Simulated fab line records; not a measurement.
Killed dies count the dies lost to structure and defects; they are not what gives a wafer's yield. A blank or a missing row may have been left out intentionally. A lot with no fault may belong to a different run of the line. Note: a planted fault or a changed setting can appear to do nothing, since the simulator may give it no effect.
Split-lot trial :: flow n5 finfet :: 7 lots, 39 wafers read, on a route of 1938 steps

## ABOUT THE SPLIT
At N5_SD_EPI_N_EPI_21 (deposits Si:P, time 690 s), the setting time s was moved away from the recipe's 690 s on 12 of the 39 wafers read, by -39.9% to +56.4%. All remaining wafers had this setting at the recipe value.

## THE PATH FROM SPLIT TO READING: the file shows 1 step between them
- N5_SD_EPI_N_EPI_MEAS_23

## THE READING
Si-P_of_SD_EPI_N_EPI_21.thk nm (the simulator's own value, which no gauge read), in nm, at N5_SD_EPI_N_PRECLEAN_24 (cleans in O3/DIW, time 60 s). The file does not state a usual value for it. Across the 27 wafers here that went through the recipe, the average is 58.6 nm and the standard deviation 0.59 nm.

wafer: L076.1
tool, chamber at the split: epi rpcvd-01, 0
time s as run, s: 690
against the recipe: recipe
Si-P_of_SD_EPI_N_EPI_21.thk nm, nm: 58.4
against lot-mates on the recipe: -

wafer: L076.3
tool, chamber at the split: epi rpcvd-01, 0
time s as run, s: 690
against the recipe: recipe
Si-P_of_SD_EPI_N_EPI_21.thk nm, nm: 59
against lot-mates on the recipe: -

wafer: L076.6
tool, chamber at the split: epi rpcvd-01, 0
time s as run, s: 690
against the recipe: recipe
Si-P_of_SD_EPI_N_EPI_21.thk nm, nm: 57.6
against lot-mates on the recipe: -

wafer: L081.1
tool, chamber at the split: epi rpcvd-02, 0
time s as run, s: 414.5
against the recipe: -39.9%
Si-P_of_SD_EPI_N_EPI_21.thk nm, nm: 38.2
against lot-mates on the recipe: -20.5

wafer: L081.3
tool, chamber at the split: epi rpcvd-02, 0
time s as run, s: 414.5
against the recipe: -39.9%
Si-P_of_SD_EPI_N_EPI_21.thk nm, nm: 38.2
against lot-mates on the recipe: -20.5

wafer: L081.2
tool, chamber at the split: epi rpcvd-02, 0
time s as run, s: 690
against the recipe: recipe
Si-P_of_SD_EPI_N_EPI_21.thk nm, nm: 58.2
against lot-mates on the recipe: -

wafer: L081.4
tool, chamber at the split: epi rpcvd-02, 0
time s as run, s: 414.5
against the recipe: -39.9%
Si-P_of_SD_EPI_N_EPI_21.thk nm, nm: 38
against lot-mates on the recipe: -20.7

wafer: L081.5
tool, chamber at the split: epi rpcvd-02, 0
time s as run, s: 690
against the recipe: recipe
Si-P_of_SD_EPI_N_EPI_21.thk nm, nm: 58.4
against lot-mates on the recipe: -

wafer: L081.6
tool, chamber at the split: epi rpcvd-02, 0
time s as run, s: 690
against the recipe: recipe
Si-P_of_SD_EPI_N_EPI_21.thk nm, nm: 59.4
against lot-mates on the recipe: -

wafer: L085.1
tool, chamber at the split: epi rpcvd-02, 0
time s as run, s: 690
against the recipe: recipe
Si-P_of_SD_EPI_N_EPI_21.thk nm, nm: 58
against lot-mates on the recipe: -

wafer: L085.2
tool, chamber at the split: epi rpcvd-02, 0
time s as run, s: 690
against the recipe: recipe
Si-P_of_SD_EPI_N_EPI_21.thk nm, nm: 58
against lot-mates on the recipe: -

wafer: L085.3
tool, chamber at the split: epi rpcvd-02, 0
time s as run, s: 690
against the recipe: recipe
Si-P_of_SD_EPI_N_EPI_21.thk nm, nm: 58
against lot-mates on the recipe: -

wafer: L085.4
tool, chamber at the split: epi rpcvd-02, 0
time s as run, s: 690
against the recipe: recipe
Si-P_of_SD_EPI_N_EPI_21.thk nm, nm: 57.8
against lot-mates on the recipe: -

wafer: L085.5
tool, chamber at the split: epi rpcvd-02, 0
time s as run, s: 690
against the recipe: recipe
Si-P_of_SD_EPI_N_EPI_21.thk nm, nm: 57.8
against lot-mates on the recipe: -

wafer: L085.6
tool, chamber at the split: epi rpcvd-02, 0
time s as run, s: 690
against the recipe: recipe
Si-P_of_SD_EPI_N_EPI_21.thk nm, nm: 57.8
against lot-mates on the recipe: -

wafer: L086.1
tool, chamber at the split: epi rpcvd-01, 0
time s as run, s: 801.1
against the recipe: +16.1%
Si-P_of_SD_EPI_N_EPI_21.thk nm, nm: 65
against lot-mates on the recipe: +6.1

wafer: L086.4
tool, chamber at the split: epi rpcvd-01, 0
time s as run, s: 801.1
against the recipe: +16.1%
Si-P_of_SD_EPI_N_EPI_21.thk nm, nm: 65
against lot-mates on the recipe: +6.1

wafer: L086.2
tool, chamber at the split: epi rpcvd-01, 0
time s as run, s: 690
against the recipe: recipe
Si-P_of_SD_EPI_N_EPI_21.thk nm, nm: 58.6
against lot-mates on the recipe: -

wafer: L086.3
tool, chamber at the split: epi rpcvd-01, 0
time s as run, s: 801.1
against the recipe: +16.1%
Si-P_of_SD_EPI_N_EPI_21.thk nm, nm: 65.4
against lot-mates on the recipe: +6.5

wafer: L086.5
tool, chamber at the split: epi rpcvd-01, 0
time s as run, s: 690
against the recipe: recipe
Si-P_of_SD_EPI_N_EPI_21.thk nm, nm: 58.8
against lot-mates on the recipe: -

wafer: L086.6
tool, chamber at the split: epi rpcvd-01, 0
time s as run, s: 690
against the recipe: recipe
Si-P_of_SD_EPI_N_EPI_21.thk nm, nm: 59.4
against lot-mates on the recipe: -

wafer: L088.1
tool, chamber at the split: epi rpcvd-03, 0
time s as run, s: 1072
against the recipe: +55.4%
Si-P_of_SD_EPI_N_EPI_21.thk nm, nm: 81.2
against lot-mates on the recipe: +22.1

wafer: L088.2
tool, chamber at the split: epi rpcvd-03, 0
time s as run, s: 690
against the recipe: recipe
Si-P_of_SD_EPI_N_EPI_21.thk nm, nm: 59.4
against lot-mates on the recipe: -

wafer: L088.5
tool, chamber at the split: epi rpcvd-03, 0
time s as run, s: 690
against the recipe: recipe
Si-P_of_SD_EPI_N_EPI_21.thk nm, nm: 59.4
against lot-mates on the recipe: -

wafer: L088.3
tool, chamber at the split: epi rpcvd-03, 0
time s as run, s: 1072
against the recipe: +55.4%
Si-P_of_SD_EPI_N_EPI_21.thk nm, nm: 80
against lot-mates on the recipe: +20.9

wafer: L088.4
tool, chamber at the split: epi rpcvd-03, 0
time s as run, s: 690
against the recipe: recipe
Si-P_of_SD_EPI_N_EPI_21.thk nm, nm: 58.6
against lot-mates on the recipe: -

wafer: L088.6
tool, chamber at the split: epi rpcvd-03, 0
time s as run, s: 1072
against the recipe: +55.4%
Si-P_of_SD_EPI_N_EPI_21.thk nm, nm: 81
against lot-mates on the recipe: +21.9

wafer: L089.1
tool, chamber at the split: epi rpcvd-03, 0
time s as run, s: 690
against the recipe: recipe
Si-P_of_SD_EPI_N_EPI_21.thk nm, nm: 58.2
against lot-mates on the recipe: -

wafer: L089.2
tool, chamber at the split: epi rpcvd-03, 0
time s as run, s: 1079
against the recipe: +56.4%
Si-P_of_SD_EPI_N_EPI_21.thk nm, nm: 80.2
against lot-mates on the recipe: +21.7

wafer: L089.3
tool, chamber at the split: epi rpcvd-03, 0
time s as run, s: 1079
against the recipe: +56.4%
Si-P_of_SD_EPI_N_EPI_21.thk nm, nm: 80
against lot-mates on the recipe: +21.5

wafer: L089.4
tool, chamber at the split: epi rpcvd-03, 0
time s as run, s: 690
against the recipe: recipe
Si-P_of_SD_EPI_N_EPI_21.thk nm, nm: 58.6
against lot-mates on the recipe: -

wafer: L089.6
tool, chamber at the split: epi rpcvd-03, 0
time s as run, s: 690
against the recipe: recipe
Si-P_of_SD_EPI_N_EPI_21.thk nm, nm: 58.6
against lot-mates on the recipe: -

wafer: L089.5
tool, chamber at the split: epi rpcvd-03, 0
time s as run, s: 1079
against the recipe: +56.4%
Si-P_of_SD_EPI_N_EPI_21.thk nm, nm: 81
against lot-mates on the recipe: +22.5

wafer: L096.1
tool, chamber at the split: epi rpcvd-02, 0
time s as run, s: 690
against the recipe: recipe
Si-P_of_SD_EPI_N_EPI_21.thk nm, nm: 59.2
against lot-mates on the recipe: -

wafer: L096.2
tool, chamber at the split: epi rpcvd-02, 0
time s as run, s: 690
against the recipe: recipe
Si-P_of_SD_EPI_N_EPI_21.thk nm, nm: 59.6
against lot-mates on the recipe: -

wafer: L096.3
tool, chamber at the split: epi rpcvd-02, 0
time s as run, s: 690
against the recipe: recipe
Si-P_of_SD_EPI_N_EPI_21.thk nm, nm: 59.4
against lot-mates on the recipe: -

wafer: L096.4
tool, chamber at the split: epi rpcvd-02, 0
time s as run, s: 690
against the recipe: recipe
Si-P_of_SD_EPI_N_EPI_21.thk nm, nm: 59
against lot-mates on the recipe: -

wafer: L096.5
tool, chamber at the split: epi rpcvd-02, 0
time s as run, s: 690
against the recipe: recipe
Si-P_of_SD_EPI_N_EPI_21.thk nm, nm: 58.8
against lot-mates on the recipe: -

wafer: L096.6
tool, chamber at the split: epi rpcvd-02, 0
time s as run, s: 690
against the recipe: recipe
Si-P_of_SD_EPI_N_EPI_21.thk nm, nm: 58.8
against lot-mates on the recipe: -

FIT RESULTS
A straight line over all 39 wafers: Si-P_of_SD_EPI_N_EPI_21.thk nm changes by +0.423 nm for each +1% of time s; r = +0.99; the points scatter about the line by 1.2 nm.
The same after taking each lot's own level away (the mean of its wafers on the recipe; 39 wafers): +0.42 nm for each +1%; r = +0.99; scatter 1.2 nm.
That fit puts the effect of the largest move of time s on the reading at 24 nm.
Across the lots, their own levels run from 57.90 to 59.13 nm, a range of 2.1 times the standard deviation given above.
Hence the lot-to-lot level has little effect on the slope; both slopes agree.
Check: with one of the wafers moved furthest among these (+56.4%) left out of the fit, the line predicts +23.3 nm for it against its lot-mates. It came out at +21.7 nm against them.

## THE WHOLE CHAIN: every reading that the file lists as answering this split, in the file's order
step: N5_SD_EPI_N_EPI_21
what it does: deposits Si:P, time 690 s
reading: Si-P_of_SD_EPI_N_EPI_21.thk nm (the simulator's own value, which no gauge read)
change (the file's fit): +0.417 nm for each +1% of the setting
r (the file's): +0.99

step: N5_SD_EPI_N_EPI_MEAS_23
what it does: 
reading: thk nm
change (the file's fit): withheld for each +1% of the setting
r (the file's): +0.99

step: N5_SD_EPI_N_PRECLEAN_24
what it does: cleans in O3/DIW, time 60 s
reading: Si-P_of_SD_EPI_N_EPI_21.thk nm (the simulator's own value, which no gauge read)
change (the file's fit): +0.414 nm for each +1% of the setting
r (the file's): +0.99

## THE FILE'S OWN FIT
Si-P_of_SD_EPI_N_EPI_21.thk nm changes by +0.414 nm for each +1% of time s, r = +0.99.
